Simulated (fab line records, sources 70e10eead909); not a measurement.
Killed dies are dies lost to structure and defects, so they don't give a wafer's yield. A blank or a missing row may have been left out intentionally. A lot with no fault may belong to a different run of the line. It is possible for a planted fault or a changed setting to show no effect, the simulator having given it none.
A struck lot beside a sound one    flow nand_harc    14 out of 1302 route steps
Sound: wafers L686.2, L686.3, L686.5. Struck: wafers L693.3, L693.4, L693.5. At the end, the cause is stated.
Order at every step that has rows: each side's tool, ch and its chambers, its first start. Under that, the readings that differ: sound wafers    struck wafers    difference of the means    sigmas: that difference in standard deviations of wafers without a fault.
alike: words and numbers the same on both sides, and readings whose means are apart by under 2 such deviations; not compared: readings that were withheld, readings missing a value for some wafer, numbers with overlapping values and no deviation given by the record, and bounds like >300 which may hide the same value.
The two part at a step that has a row with sigmas, a row that says differs or no value, or rows on one side only. Numbers that don't overlap but have no deviation are shown without sigmas and don't part them. Lack of a reading on every wafer of one side parts them only where that side has two or more wafers.

first, 4 steps without rows for these wafers: NHARC_A_DECK1_JOINT_CURE_26 (time 32 s); NHARC_A_DECK1_JOINT_ANNEAL_27 (time 3600 s); NHARC_A_DECK1_JOINT_ANNEAL_28 (time 1800 s); NHARC_A_DECK1_JOINT_ANNEAL_29 (time 1800 s).
NHARC_A_DECK1_JOINT_CMP_02: polishes SiOx.
  sound on cmp-01 ch 0,1,3, day 15 09:49; struck on cmp-04 ch 1,3, day 17 09:31
  alike: motor_current_A
next, for these wafers, 1 step has no rows: NHARC_A_DECK1_JOINT_SRD_15.
NHARC_A_DECK1_JOINT_DEP_16: deposits SiO2, target thk 45 nm.
  sound on pecvd-01 ch 0,1,2, day 15 10:13; struck on pecvd-01 ch 1,2, day 17 09:56
  alike: heater_power_outer_w, heater_power_w, showerhead_vpp_V, throttle_valve_pct
NHARC_A_DECK1_JOINT_THK_MEAS_17: measures by ellipsometry.
  sound on film_metro-01 at day 15 10:30; struck on film_metro-01 at day 17 10:10
  alike: thk_nm
NHARC_A_DECK1_JOINT_INSPECT_05:
  sound on defect_inspect-01 at day 15 10:32; struck on defect_inspect-02 at day 17 10:13
  alike: raw_defect_count
then NHARC_A_ONON_D2_DEP_00 (target thk 1000 nm), 1 step lacking rows for these wafers.
NHARC_A_ONON_D2_THK_MEAS_02: measures by ellipsometry.
  sound on film_metro-01 at day 15 11:06; struck on film_metro-02 at day 17 10:47
reading      sound           struck       difference  sigmas
thk_nm (nm)  1008 1008 1008  983 981 984  -25         -3
NHARC_A_ONON_D2_DEP_03: target thk 1000 nm.
  sound on pecvd_onon-02 ch 0, day 15 11:13; struck on pecvd_onon-02 ch 0, day 17 10:57
NHARC_A_ONON_D2_THK_MEAS_05: measures by ellipsometry.
  sound on film_metro-02 at day 15 11:41; struck on film_metro-01 at day 17 11:31
reading      sound        struck       difference  sigmas
thk_nm (nm)  987 988 987  500 499 498  -488        -51
  not compared: hold
NHARC_END_SORT_01:
  the record has rows for the sound wafers here (prober-01 ch 0, day 27 03:31) and none for the struck ones

## WHERE THEY PART
Earliest at NHARC_A_ONON_D2_THK_MEAS_02; latest, in this record, at NHARC_END_SORT_01.

WHY: what had been put in by the simulator
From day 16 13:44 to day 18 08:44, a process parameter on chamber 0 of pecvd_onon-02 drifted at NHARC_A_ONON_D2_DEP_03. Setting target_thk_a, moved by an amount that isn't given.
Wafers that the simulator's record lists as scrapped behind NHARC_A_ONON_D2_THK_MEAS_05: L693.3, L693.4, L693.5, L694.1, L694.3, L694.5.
